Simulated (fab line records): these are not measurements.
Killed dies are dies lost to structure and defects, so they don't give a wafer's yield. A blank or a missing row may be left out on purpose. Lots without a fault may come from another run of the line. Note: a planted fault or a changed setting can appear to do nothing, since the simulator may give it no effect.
Matching of chambers + flow nand-harc + 4 sister chambers for NHARC_A_CHANNEL_FILL_D2_ALD_14 on ald-hk-02
The step deposits SiO2, target thk 2.5 nm, pulse time 10 s, ald cycles 25. 14 wafers are shown with their chamber, then 7 later ones without.

== EACH WAFER AND ITS CHAMBER ==
| wafer  | chamber | heater-power-w (W) | precursor-pulse-height-rel |
|--------|---------|--------------------|----------------------------|
| L078.2 | 1       | 589                | 0.992                      |
| L078.4 | 0       | 388                | 0.981                      |
| L078.5 | 2       | 542                | 1.029                      |
| L080.1 | 1       | 603                | 1.021                      |
| L080.4 | 2       | 528                | 0.993                      |
| L080.5 | 1       | 613                | 1.044                      |
| L084.3 | 0       | 389                | 1.027                      |
| L084.4 | 3       | 493                | 0.993                      |
| L084.6 | 0       | 398                | 1.030                      |
| L085.3 | 2       | 524                | 0.992                      |
| L085.5 | 0       | 397                | 0.986                      |
| L085.6 | 3       | 510                | 0.990                      |
| L087.2 | 1       | 617                | 1.008                      |
| L087.5 | 0       | 411                | 0.991                      |

SIGNATURES (averages over the wafers above)
| reading                    | chamber 0 | chamber 1 | chamber 2 | chamber 3 | scatter within a chamber |
|----------------------------|-----------|-----------|-----------|-----------|--------------------------|
| heater-power-w             | 396.60    | 605.50    | 531.33    | 501.50    | 10.6                     |
| precursor-pulse-height-rel | 1.00300   | 1.01625   | 1.00467   | 0.99150   | 0.0214                   |
Rule: for each reading, subtract the chamber's mean from the wafer's reading, divide by that reading's scatter and square the result; add these up over the readings and take the root, which gives the wafer's distance from the chamber. If the next closest chamber is less than 2 further off than the closest, the wafer can't be placed; otherwise it belongs to the closest. The scatter: the root of (the sum of the squares of (reading less its chamber's mean) over the shown wafers, divided by (wafers less chambers)).

== WAFERS WITHOUT THEIR CHAMBER ==
| wafer  | heater-power-w (W) | precursor-pulse-height-rel |
|--------|--------------------|----------------------------|
| L087.6 | 526                | 1.004                      |
| L090.2 | 615                | 0.994                      |
| L090.4 | 500                | 0.974                      |
| L090.5 | 598                | 0.985                      |
| L093.1 | 612                | 0.997                      |
| L093.5 | 510                | 0.981                      |
| L093.6 | 394                | 0.989                      |

== EACH ONE'S CHAMBER ==
| wafer  | from the rows above     | in truth |
|--------|-------------------------|----------|
| L087.6 | can't be placed: 2 or 3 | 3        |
| L090.2 | 1                       | 1        |
| L090.4 | 3                       | 3        |
| L090.5 | 1                       | 1        |
| L093.1 | 1                       | 1        |
| L093.5 | can't be placed: 3 or 2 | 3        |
| L093.6 | 0                       | 0        |
Correct placement for 5 of the 7. These rows do not allow placing 2 (true chamber among the candidates in 2). Wrongly placed: 0.
